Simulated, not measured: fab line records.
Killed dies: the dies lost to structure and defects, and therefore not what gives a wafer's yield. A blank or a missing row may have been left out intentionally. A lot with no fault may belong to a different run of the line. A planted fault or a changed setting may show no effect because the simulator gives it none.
Lot-split experiment :: flow n5_finfet :: 21 wafers read across 7 lots, on a route 1938 steps long

## THE SPLIT
At N5_BEOL_M13_COAT_22 (resist thk 300 nm), the setting spin_rpm was moved away from the recipe's 2888 rpm on 8 of the 21 wafers read, by -10.7% to +10.6%. This setting was run at the recipe's value on the other wafers.

The reading is taken at the split's own step.

## THE READING
coat_of_BEOL_M13_COAT_22.thk_nm (the simulator's own value, which no gauge read), in nm, at N5_BEOL_M13_COAT_22 (resist thk 300 nm). The file gives no usual value for it. Average 300.5 nm, standard deviation 0.67 nm, over the 13 wafers here run with the recipe.

wafer: L076.3
tool, chamber at the split: litho_track-01, 0
spin_rpm as run, rpm: 2888
against the recipe: recipe
coat_of_BEOL_M13_COAT_22.thk_nm, nm: 299.8
against lot-mates on the recipe: -

wafer: L076.5
tool, chamber at the split: litho_track-01, 0
spin_rpm as run, rpm: 3058
against the recipe: +5.9%
coat_of_BEOL_M13_COAT_22.thk_nm, nm: 292.2
against lot-mates on the recipe: -8.0

wafer: L076.6
tool, chamber at the split: litho_track-01, 0
spin_rpm as run, rpm: 2888
against the recipe: recipe
coat_of_BEOL_M13_COAT_22.thk_nm, nm: 300.6
against lot-mates on the recipe: -

wafer: L077.1
tool, chamber at the split: litho_track-03, 0
spin_rpm as run, rpm: 2888
against the recipe: recipe
coat_of_BEOL_M13_COAT_22.thk_nm, nm: 300
against lot-mates on the recipe: -

wafer: L077.3
tool, chamber at the split: litho_track-03, 0
spin_rpm as run, rpm: 2888
against the recipe: recipe
coat_of_BEOL_M13_COAT_22.thk_nm, nm: 300.8
against lot-mates on the recipe: -

wafer: L077.4
tool, chamber at the split: litho_track-03, 0
spin_rpm as run, rpm: 2888
against the recipe: recipe
coat_of_BEOL_M13_COAT_22.thk_nm, nm: 300.8
against lot-mates on the recipe: -

wafer: L079.2
tool, chamber at the split: litho_track-03, 0
spin_rpm as run, rpm: 2888
against the recipe: recipe
coat_of_BEOL_M13_COAT_22.thk_nm, nm: 301.4
against lot-mates on the recipe: -

wafer: L079.4
tool, chamber at the split: litho_track-03, 0
spin_rpm as run, rpm: 2888
against the recipe: recipe
coat_of_BEOL_M13_COAT_22.thk_nm, nm: 300.2
against lot-mates on the recipe: -

wafer: L079.6
tool, chamber at the split: litho_track-03, 0
spin_rpm as run, rpm: 3193
against the recipe: +10.6%
coat_of_BEOL_M13_COAT_22.thk_nm, nm: 285.4
against lot-mates on the recipe: -15.4

wafer: L080.3
tool, chamber at the split: litho_track-01, 0
spin_rpm as run, rpm: 2888
against the recipe: recipe
coat_of_BEOL_M13_COAT_22.thk_nm, nm: 301
against lot-mates on the recipe: -

wafer: L080.4
tool, chamber at the split: litho_track-01, 0
spin_rpm as run, rpm: 2579
against the recipe: -10.7%
coat_of_BEOL_M13_COAT_22.thk_nm, nm: 319
against lot-mates on the recipe: +18.0

wafer: L080.6
tool, chamber at the split: litho_track-01, 0
spin_rpm as run, rpm: 2579
against the recipe: -10.7%
coat_of_BEOL_M13_COAT_22.thk_nm, nm: 319.4
against lot-mates on the recipe: +18.4

wafer: L083.3
tool, chamber at the split: litho_track-04, 0
spin_rpm as run, rpm: 2888
against the recipe: recipe
coat_of_BEOL_M13_COAT_22.thk_nm, nm: 300
against lot-mates on the recipe: -

wafer: L083.4
tool, chamber at the split: litho_track-04, 0
spin_rpm as run, rpm: 2888
against the recipe: recipe
coat_of_BEOL_M13_COAT_22.thk_nm, nm: 299
against lot-mates on the recipe: -

wafer: L083.5
tool, chamber at the split: litho_track-04, 0
spin_rpm as run, rpm: 2888
against the recipe: recipe
coat_of_BEOL_M13_COAT_22.thk_nm, nm: 300.2
against lot-mates on the recipe: -

wafer: L092.1
tool, chamber at the split: litho_track-03, 0
spin_rpm as run, rpm: 2621
against the recipe: -9.2%
coat_of_BEOL_M13_COAT_22.thk_nm, nm: 315.4
against lot-mates on the recipe: no lot-mate on the recipe

wafer: L092.4
tool, chamber at the split: litho_track-03, 0
spin_rpm as run, rpm: 2621
against the recipe: -9.2%
coat_of_BEOL_M13_COAT_22.thk_nm, nm: 315.6
against lot-mates on the recipe: no lot-mate on the recipe

wafer: L092.5
tool, chamber at the split: litho_track-03, 0
spin_rpm as run, rpm: 2621
against the recipe: -9.2%
coat_of_BEOL_M13_COAT_22.thk_nm, nm: 315.2
against lot-mates on the recipe: no lot-mate on the recipe

wafer: L097.4
tool, chamber at the split: litho_track-04, 0
spin_rpm as run, rpm: 2888
against the recipe: recipe
coat_of_BEOL_M13_COAT_22.thk_nm, nm: 300.6
against lot-mates on the recipe: -

wafer: L097.5
tool, chamber at the split: litho_track-04, 0
spin_rpm as run, rpm: 2888
against the recipe: recipe
coat_of_BEOL_M13_COAT_22.thk_nm, nm: 301.6
against lot-mates on the recipe: -

wafer: L097.6
tool, chamber at the split: litho_track-04, 0
spin_rpm as run, rpm: 2757
against the recipe: -4.5%
coat_of_BEOL_M13_COAT_22.thk_nm, nm: 307.4
against lot-mates on the recipe: +6.3

THE FIT
A straight line over all 21 wafers: coat_of_BEOL_M13_COAT_22.thk_nm changes by -1.6 nm for each +1% of spin_rpm; r = -1.00; the points scatter about the line by 0.87 nm.
The same after taking each lot's own level away (the mean of its wafers on the recipe; 18 wafers): -1.58 nm for each +1%; r = -1.00; scatter 0.76 nm.
According to that fit, moving spin_rpm by its largest amount changes the reading by 17 nm.
Across the lots, their own levels run from 299.73 to 301.10 nm, a range of 2.0 times the standard deviation given above.
The two slopes are in agreement: the lot-to-lot level therefore moves the slope only a little.
Check: for one of the wafers moved furthest among these (-10.7%), held out of the fit, the line's prediction against its lot-mates is +16.8 nm. It came out at +18 nm against them.

## FURTHER SPLITS ON THESE WAFERS
Note: prior to the reading, these wafers also went through further splits. Each is held against what the fit with the lots' levels taken away leaves over:
other split on the same wafers: N5_BEOL_M7_TRENCH_ETCH_37 time_s
wafers away from the commonest value: 6
r with coat_of_BEOL_M13_COAT_22.thk_nm (lot level and that fit taken away): +0.06

other split on the same wafers: N5_BEOL_M9_PECVD_70 time_s
wafers away from the commonest value: 4
r with coat_of_BEOL_M13_COAT_22.thk_nm (lot level and that fit taken away): +0.32

other split on the same wafers: N5_BEOL_M9_ETCH_66 time_s
wafers away from the commonest value: 7
r with coat_of_BEOL_M13_COAT_22.thk_nm (lot level and that fit taken away): +0.31

other split on the same wafers: N5_BEOL_M9_VIA_ETCH_34 source_w
wafers away from the commonest value: 6
r with coat_of_BEOL_M13_COAT_22.thk_nm (lot level and that fit taken away): +0.17

other split on the same wafers: N5_BEOL_M10_ETCH_41 source_w
wafers away from the commonest value: 12
r with coat_of_BEOL_M13_COAT_22.thk_nm (lot level and that fit taken away): -0.17

other split on the same wafers: N5_BEOL_M11_TRENCH_ETCH_37 source_w
wafers away from the commonest value: 5
r with coat_of_BEOL_M13_COAT_22.thk_nm (lot level and that fit taken away): +0.40

other split on the same wafers: N5_BEOL_M11_ETCH_41 time_s
wafers away from the commonest value: 7
r with coat_of_BEOL_M13_COAT_22.thk_nm (lot level and that fit taken away): +0.01

other split on the same wafers: N5_BEOL_M12_ETCH_68 time_s
wafers away from the commonest value: 7
r with coat_of_BEOL_M13_COAT_22.thk_nm (lot level and that fit taken away): +0.09

other split on the same wafers: N5_BEOL_M12_SPUTTER_44 time_s
wafers away from the commonest value: 8
r with coat_of_BEOL_M13_COAT_22.thk_nm (lot level and that fit taken away): +0.10

## FILE'S OWN FIT
coat_of_BEOL_M13_COAT_22.thk_nm changes by -1.54 nm for each +1% of spin_rpm, r = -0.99.
